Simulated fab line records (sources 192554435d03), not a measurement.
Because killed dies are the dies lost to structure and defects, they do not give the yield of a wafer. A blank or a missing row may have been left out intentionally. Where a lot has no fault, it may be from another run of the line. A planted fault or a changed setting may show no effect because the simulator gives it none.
Chamber matching    flow n5Finfet    rieDiel-03 running N5_BEOL_M1_ETCH_77: 4 sister chambers
The step etches underlayer in N2/H2, target depth 6.5 nm, time 5.2 s. 20 wafers are shown with their chamber, then 10 later ones without.

== WAFERS WITH THEIR CHAMBER ==
wafer   chamber  drypumpMotorCurrentA (A)  showerheadPlenumPTorr (Torr)  oesProductAu (a.u.)
L074.1  1        6.1                       2.65                          0.65
L074.2  2        6.3                       2.49                          0.85
L074.5  0        5.6                       2.49                          0.79
L075.1  1        6.1                       2.65                          0.64
L075.2  0        5.6                       2.49                          0.77
L075.3  2        6.3                       2.49                          0.84
L076.3  3        6.3                       2.64                          0.65
L076.4  1        6.1                       2.65                          0.64
L076.6  3        6.3                       2.64                          0.66
L081.3  0        5.6                       2.48                          0.76
L081.5  1        6.1                       2.65                          0.64
L081.6  0        5.6                       2.48                          0.75
L084.1  3        6.4                       2.64                          0.64
L084.3  1        6.1                       2.64                          0.63
L084.6  3        6.4                       2.64                          0.64
L085.1  1        6.1                       2.64                          0.64
L085.2  2        6.3                       2.48                          0.80
L085.3  3        6.3                       2.64                          0.64
L085.4  0        5.6                       2.48                          0.75
L085.5  0        5.6                       2.48                          0.77

SIGNATURES, as means of the wafers listed above
reading                chamber 0  chamber 1  chamber 2  chamber 3  scatter within a chamber
drypumpMotorCurrentA   5.600      6.100      6.300      6.340      0.0274
showerheadPlenumPTorr  2.4833     2.6467     2.4867     2.6400     0.00456
oesProductAu           0.7650     0.6400     0.8300     0.6460     0.0139
Rule: distance of a wafer from a chamber = root of the sum over the readings of ((wafer's reading minus chamber's mean) / reading's scatter) squared. The wafer belongs to the nearest chamber; if the next one is less than 2 further off, it can't be placed. How the scatter is found: for the shown wafers, subtract from each reading the mean of its chamber, square and add these, divide the total by (wafers less chambers), then take the root.

== WAFERS MISSING THEIR CHAMBER ==
wafer   drypumpMotorCurrentA (A)  showerheadPlenumPTorr (Torr)  oesProductAu (a.u.)
L085.6  6.3                       2.64                          0.64
L088.2  6.3                       2.63                          0.65
L088.4  5.6                       2.48                          0.75
L088.6  6.1                       2.64                          0.64
L091.1  6.3                       2.63                          0.64
L091.4  6.3                       2.48                          0.78
L091.6  6.3                       2.48                          0.77
L097.1  6.1                       2.63                          0.62
L097.2  6.3                       2.63                          0.63
L097.4  6.3                       2.47                          0.76

== CHAMBER TAKEN BY EACH ==
wafer   from the rows above  in truth
L085.6  3                    3
L088.2  3                    3
L088.4  0                    0
L088.6  1                    1
L091.1  3                    3
L091.4  2                    2
L091.6  2                    2
L097.1  1                    1
L097.2  3                    3
L097.4  2                    2
Correct placement for 10 of the 10. From these rows, 0 cannot be placed. Wrongly placed: 0.
